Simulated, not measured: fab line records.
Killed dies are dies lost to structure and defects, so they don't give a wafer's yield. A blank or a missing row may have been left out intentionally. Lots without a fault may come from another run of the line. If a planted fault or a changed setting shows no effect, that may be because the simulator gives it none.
Which tool did it?	flow n5_finfet	Sampling: 12 lots, 36 wafers, 3 of 1938 route steps

## WHAT THE GAUGES SHOWED, per wafer
N5_BEOL_M4_INSPECT_59: inspects for defects (darkfield).
lot	measured	on	raw_defect_count
L074	day 12 06:57	defect_inspect-01	76 77 56
L077	day 12 12:31	defect_inspect-01	65 82 86
L079	day 12 17:20	defect_inspect-01	94 91 141
L080	day 13 17:16	defect_inspect-02	85 59 57
L083	day 13 21:56	defect_inspect-02	48 48 48
L084	day 14 11:04	defect_inspect-01	73 86 95
L089	day 15 08:52	defect_inspect-02	82 66 60
L088	day 15 13:43	defect_inspect-01	78 68 62
L090	day 15 22:04	defect_inspect-02	105 66 80
L093	day 16 17:50	defect_inspect-02	49 96 93
L095	day 17 01:51	defect_inspect-01	59 62 48
L097	day 17 18:15	defect_inspect-02	40 59 56

## TOOL THAT RAN EACH LOT (tool first, then ch and the chambers of the sampled wafers, then the start)
lot	N5_BEOL_M4_ANNEAL_93	N5_BEOL_M4_ANNEAL_95
L074	pvd_sputter-03, day 12 05:31	pvd_sputter-03, day 12 05:44
L077	pvd_sputter-02, day 12 11:04	pvd_sputter-02, day 12 11:17
L079	pvd_sputter-03, day 12 15:52	pvd_sputter-03, day 12 16:05
L080	pvd_sputter-03, day 13 15:44	pvd_sputter-03, day 13 15:58
L083	pvd_sputter-02, day 13 20:14	pvd_sputter-02, day 13 20:27
L084	pvd_sputter-02, day 14 09:09	pvd_sputter-02, day 14 09:22
L089	pvd_sputter-01, day 15 07:20	pvd_sputter-01, day 15 07:34
L088	pvd_sputter-01, day 15 12:11	pvd_sputter-01, day 15 12:24
L090	pvd_sputter-02, day 15 20:22	pvd_sputter-02, day 15 20:35
L093	pvd_sputter-01, day 16 16:20	pvd_sputter-01, day 16 16:34
L095	pvd_sputter-03, day 17 00:25	pvd_sputter-03, day 17 00:38
L097	pvd_sputter-01, day 17 16:47	pvd_sputter-01, day 17 17:00
- N5_BEOL_M4_ANNEAL_93: time 240 s.
- N5_BEOL_M4_ANNEAL_95: time 240 s.

## THE ANSWER, worked out from the rows above alone
Rule: the usual values come from the lots themselves. Put in order of their means at a reading, lots are off if they are a third of the lots or fewer, leave a main group of 4 or more, and stand apart from it by a gap of 3 or more times the standard deviation of the main group's means; of several such gaps the widest counts. If all means in a main group match to the digits the tables above print for the reading, that group is not used. Also off: a lot with no number at a reading for which 4 or more lots have one. Any other lot the step has rows for is counted as sound.
Nothing can be told from this: no lot is off at any reading shown.

## WHAT THE SIMULATOR HAD INSERTED
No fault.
